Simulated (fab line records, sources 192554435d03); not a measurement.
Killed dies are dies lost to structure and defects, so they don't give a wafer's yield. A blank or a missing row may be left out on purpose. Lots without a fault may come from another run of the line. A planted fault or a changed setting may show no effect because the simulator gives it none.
Chamber matching | flow n5_finfet | N5_BEOL_M15_DEP_53 on pecvd-04: 3 sister chambers
The step deposits SiCN from 3MS/NH3, target thk 50 nm, time 17.8 s. 14 wafers are shown with their chamber, then 7 later ones without.

WAFERS WITH THEIR CHAMBER
wafer  | chamber | throttle_valve_pct (%) | showerhead_plenum_p_Torr (Torr) | rf_fwd_power_W (W)
L302.3 | 0       | 20.2                   | 4.181                           | 665.6
L302.5 | 2       | 18.2                   | 4.167                           | 666.9
L302.6 | 0       | 19.8                   | 4.190                           | 667.8
L305.2 | 0       | 19.6                   | 4.190                           | 664.3
L305.3 | 0       | 19.8                   | 4.175                           | 666.5
L305.4 | 1       | 19.0                   | 4.148                           | 666.2
L307.1 | 2       | 17.3                   | 4.182                           | 667.4
L307.4 | 1       | 18.9                   | 4.145                           | 669.8
L307.6 | 0       | 19.6                   | 4.186                           | 665.7
L306.3 | 0       | 19.8                   | 4.174                           | 665.2
L306.4 | 2       | 17.1                   | 4.165                           | 669.6
L306.6 | 0       | 19.8                   | 4.188                           | 663.9
L318.2 | 0       | 20.0                   | 4.194                           | 666.5
L318.3 | 2       | 17.3                   | 4.168                           | 671.2

SIGNATURES (means of the wafers above)
reading                  | chamber 0 | chamber 1 | chamber 2 | scatter within a chamber
throttle_valve_pct       | 19.825    | 18.950    | 17.475    | 0.303
showerhead_plenum_p_Torr | 4.18475   | 4.14650   | 4.17050   | 0.00715
rf_fwd_power_W           | 665.688   | 668.000   | 668.775   | 1.64
Rule: a wafer's distance from a chamber is the root of the sum, over the readings, of the square of ((its reading less the chamber's mean) divided by the reading's scatter). The wafer belongs to the nearest chamber; if the next one is less than 2 further off, it can't be placed. The scatter: the root of (the sum of the squares of (reading less its chamber's mean) over the shown wafers, divided by (wafers less chambers)).

WAFERS WITHOUT THEIR CHAMBER
wafer  | throttle_valve_pct (%) | showerhead_plenum_p_Torr (Torr) | rf_fwd_power_W (W)
L318.5 | 20.0                   | 4.189                           | 663.4
L323.3 | 20.2                   | 4.188                           | 664.9
L323.5 | 17.5                   | 4.187                           | 668.5
L323.6 | 19.8                   | 4.181                           | 665.6
L325.2 | 17.2                   | 4.178                           | 669.5
L325.4 | 17.2                   | 4.184                           | 665.8
L325.5 | 19.7                   | 4.185                           | 665.9

WHICH CHAMBER EACH WENT THROUGH
wafer  | from the rows above | in truth
L318.5 | 0                   | 0
L323.3 | 0                   | 0
L323.5 | 2                   | 2
L323.6 | 0                   | 0
L325.2 | 2                   | 2
L325.4 | 2                   | 2
L325.5 | 0                   | 0
Placed correctly: 7 of 7. Can't be placed from these rows: 0. Placed wrongly: 0.
